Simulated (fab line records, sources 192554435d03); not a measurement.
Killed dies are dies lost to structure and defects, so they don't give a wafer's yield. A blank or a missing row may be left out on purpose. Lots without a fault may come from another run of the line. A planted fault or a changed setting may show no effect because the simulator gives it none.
Split-lot experiment | flow n5_finfet | 7 lots, 21 wafers read, on a route of 1938 steps

THE SPLIT
At N5_BEOL_M4_COAT_05 (resist thk 30 nm), the setting spin_rpm was moved away from the recipe's 1500 rpm on 6 of the 21 wafers read, by -8.1% to +7.7%. The other wafers ran this setting at the recipe's value.

The reading is taken at the split's own step.

THE READING
CAR-EUV_of_BEOL_M4_COAT_05.thk_nm (the simulator's own value, which no gauge read), in nm, at N5_BEOL_M4_COAT_05 (resist thk 30 nm). The file gives no usual value for it. The 15 wafers here that ran the recipe average 30.0 nm, standard deviation 0.18 nm.

wafer  | tool, chamber at the split | spin_rpm as run, rpm | against the recipe | CAR-EUV_of_BEOL_M4_COAT_05.thk_nm, nm | against lot-mates on the recipe
L078.1 | litho_track-02, 0          | 1500                 | recipe             | 29.8                                  | -
L078.3 | litho_track-02, 0          | 1500                 | recipe             | 29.8                                  | -
L078.5 | litho_track-02, 0          | 1500                 | recipe             | 29.8                                  | -
L077.1 | litho_track-01, 0          | 1448                 | -3.5%              | 30.8                                  | +0.6
L077.3 | litho_track-01, 0          | 1500                 | recipe             | 30.2                                  | -
L077.6 | litho_track-01, 0          | 1500                 | recipe             | 30.2                                  | -
L079.1 | litho_track-05, 0          | 1500                 | recipe             | 30                                    | -
L079.4 | litho_track-05, 0          | 1500                 | recipe             | 30                                    | -
L079.5 | litho_track-05, 0          | 1384                 | -7.7%              | 31.2                                  | +1.2
L088.1 | litho_track-05, 0          | 1500                 | recipe             | 30.2                                  | -
L088.2 | litho_track-05, 0          | 1557                 | +3.8%              | 29.6                                  | -0.6
L088.5 | litho_track-05, 0          | 1557                 | +3.8%              | 29.6                                  | -0.6
L089.3 | litho_track-05, 0          | 1500                 | recipe             | 30.2                                  | -
L089.4 | litho_track-05, 0          | 1500                 | recipe             | 30.2                                  | -
L089.5 | litho_track-05, 0          | 1500                 | recipe             | 30.2                                  | -
L090.1 | litho_track-01, 0          | 1378                 | -8.1%              | 31.6                                  | +1.4
L090.5 | litho_track-01, 0          | 1500                 | recipe             | 30.2                                  | -
L090.6 | litho_track-01, 0          | 1500                 | recipe             | 30.2                                  | -
L097.3 | litho_track-02, 0          | 1615                 | +7.7%              | 28.8                                  | -1.0
L097.4 | litho_track-02, 0          | 1500                 | recipe             | 29.8                                  | -
L097.5 | litho_track-02, 0          | 1500                 | recipe             | 29.8                                  | -

THE FIT
A straight line over all 21 wafers: CAR-EUV_of_BEOL_M4_COAT_05.thk_nm changes by -0.164 nm for each +1% of spin_rpm; r = -0.95; the points scatter about the line by 0.18 nm.
The same after taking each lot's own level away (the mean of its wafers on the recipe; 21 wafers): -0.155 nm for each +1%; r = -1.00; scatter 0.053 nm.
On that fit, the largest move of spin_rpm shifts the reading by 1.3 nm.
The lots' own levels span 29.80 to 30.20 nm, that is 2.2 times the standard deviation above.
So the lot-to-lot level changes the slope little: the two slopes agree.
Check: with one of the wafers moved furthest among these (-8.1%) left out of the fit, the line predicts +1.22 nm for it against its lot-mates. It came out at +1.4 nm against them.

OTHER SPLITS ON THESE WAFERS
These wafers also went through other splits before the reading. Each is held against what the fit with the lots' levels taken away leaves over:
other split on the same wafers | wafers away from the commonest value | r with CAR-EUV_of_BEOL_M4_COAT_05.thk_nm (lot level and that fit taken away)
N5_BEOL_M2_DESCUM_16 time_s    | 6                                    | +0.27
N5_BEOL_M2_ETCH_74 source_w    | 6                                    | -0.10
N5_BEOL_M3_COAT_68 spin_rpm    | 9                                    | +0.19
N5_BEOL_M3_COAT_22 spin_rpm    | 8                                    | +0.08

THE FILE'S OWN FIT
CAR-EUV_of_BEOL_M4_COAT_05.thk_nm changes by -0.155 nm for each +1% of spin_rpm, r = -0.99.
